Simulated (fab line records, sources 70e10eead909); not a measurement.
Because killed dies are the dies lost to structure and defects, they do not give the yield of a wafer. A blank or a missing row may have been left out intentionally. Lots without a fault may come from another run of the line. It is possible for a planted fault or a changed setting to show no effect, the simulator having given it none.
A lot that was struck, set against a sound lot / flow nand-harc / 26 steps out of a route of 1159
Sound: the wafers L490.1, L490.3, L490.5. Struck: wafer L498.3 (left out: L498.4, L498.6 of the same lot, which were not struck); the cause appears at the end.
At each step with rows: each side's tool, then ch and its chambers, then its first start. Under that, the readings that differ: sound wafers / struck wafers / difference of the means / sigmas: that difference in standard deviations of wafers without a fault.
alike: same words and numbers on both sides, and readings whose means sit less than 2 such deviations apart. not compared: any withheld reading, any reading some wafer has no value for, any bound like >300 that may hide the same value, and any number with overlapping values for which the record gives no deviation.
The two part at a step that has a row with sigmas, a row that says differs or no value, or rows on one side only. Numbers that have no deviation but don't overlap get no sigmas and don't part them. Lack of a reading on every wafer of one side parts them only where that side has two or more wafers.

first, 7 steps without rows for these wafers: NHARC_P_GATE_HMDS_84 (time 30 s); NHARC_P_GATE_COAT_85; NHARC_P_GATE_SOFTBAKE_86 (time 95 s); NHARC_P_GATE_EBR_87; NHARC_P_GATE_EXPOSE_88 (exposes mask P HVN, target cd 2000 nm); NHARC_P_GATE_PEB_89 (peb time 85 s); NHARC_P_GATE_DEVELOP_90 (time 70 s).
NHARC_P_GATE_CD_MEAS_91: the cd target is 2000 nm.
  sound on cd-sem-03 ch 0, day 8 02:59; struck on cd-sem-01 ch 0, day 10 01:56
reading=cd-nm (nm); sound=2000.2 2005.2 2001.7; struck=1997.5; difference=-4.9; sigmas=-3
then, 1 step without rows for these wafers: NHARC_P_GATE_HARDBAKE_92 (time 80 s).
NHARC_P_GATE_DESCUM_93: chemistry O2, time 3 s.
  sound on rie-diel-11 ch 0,1,3, day 8 03:08; struck on rie-diel-05 ch 2, day 10 02:10
  alike: drypump-motor-current-A, oes-product-au, rf-vpp-V, showerhead-plenum-p-Torr, throttle-valve-pct
  not compared: rf-hours-counter-h
then, 2 steps without rows for these wafers: NHARC_P_GATE_IMPLANT_94; NHARC_P_GATE_STRIP_113 (strips in N2/H2, time 740 s).
NHARC_P_GATE_STRIP_95: strips in O2.
  sound on plasma-asher-01 ch 1, day 8 04:22; struck on plasma-asher-01 ch 0, day 10 03:16
  alike: drypump-motor-current-A, heater-power-w, rf-refl-power-W, temp-c
  not compared: rf-hours-counter-h
then, 3 steps without rows for these wafers: NHARC_P_GATE_STRIP_96 (strips in SPM, time 900 s); NHARC_P_GATE_RTA_64 (time 1 s); NHARC_P_GATE_ETCH_77 (etches SiO2 in dHF, target depth 6 nm).
NHARC_P_GATE_DEGAS_109: time 60 s.
  sound: pvd-sputter-01 at day 8 05:20; struck: pvd-sputter-01 at day 10 04:13
  alike: heater-power-w
then, 3 steps without rows for these wafers: NHARC_P_GATE_PRE_CLEAN_110 (time 30 s); NHARC_P_GATE_SPUTTER_78 (material Ni, target thk 10 nm); NHARC_P_GATE_SPUTTER_79 (material TiN, target thk 10 nm).
NHARC_P_GATE_RTA_80: time 30 s.
  sound on rtp-anneal-02 ch 0, day 8 05:38; struck on rtp-anneal-01 ch 0, day 10 04:34
reading=wafer_temp_C_max; sound=301.1 301.2 301.4; struck=302.9; difference=+1.7; sigmas=+4
  alike: lamp-power-pct, lamp_zone_4_pct
then, 1 step without rows for these wafers: NHARC_P_GATE_STRIP_67 (strips in SPM, time 600 s).
NHARC_P_GATE_RTA_82: time 30 s.
  sound on rtp-anneal-02 ch 0, day 8 06:07; struck on rtp-anneal-02 ch 0, day 10 05:01
  alike: lamp-power-pct, lamp_zone_4_pct, wafer_temp_C_max
NHARC_P_GATE_INSPECT_68:
  sound: defect-inspect-01 at day 8 06:20; struck: defect-inspect-02 at day 10 05:09
reading=raw-defect-count; sound=231 199 218; struck=522; difference=+306; sigmas=+3
NHARC_P_CONTACT_DEP_30: deposits SiNx, target thk 30 nm.
  sound on pecvd-01 ch 0,2, day 8 06:29; struck on pecvd-04 ch 1, day 10 05:24
  alike: heater-power-w
  not compared: since-wet-clean-h
-- the record jumps here: 15 days lie between the struck wafers' starts before and after (it left off in module P_CONTACT and takes up again in module END, whose first step shown is number 1159 of the route) --
NHARC_END_SORT_01:
  the record has rows for the struck wafers here (prober-02 ch 0, day 24 18:55) and none for the sound ones

## WHERE THEY PART
First at NHARC_P_GATE_CD_MEAS_91; last, within this record, at NHARC_END_SORT_01.

WHY: whatever the simulator had introduced
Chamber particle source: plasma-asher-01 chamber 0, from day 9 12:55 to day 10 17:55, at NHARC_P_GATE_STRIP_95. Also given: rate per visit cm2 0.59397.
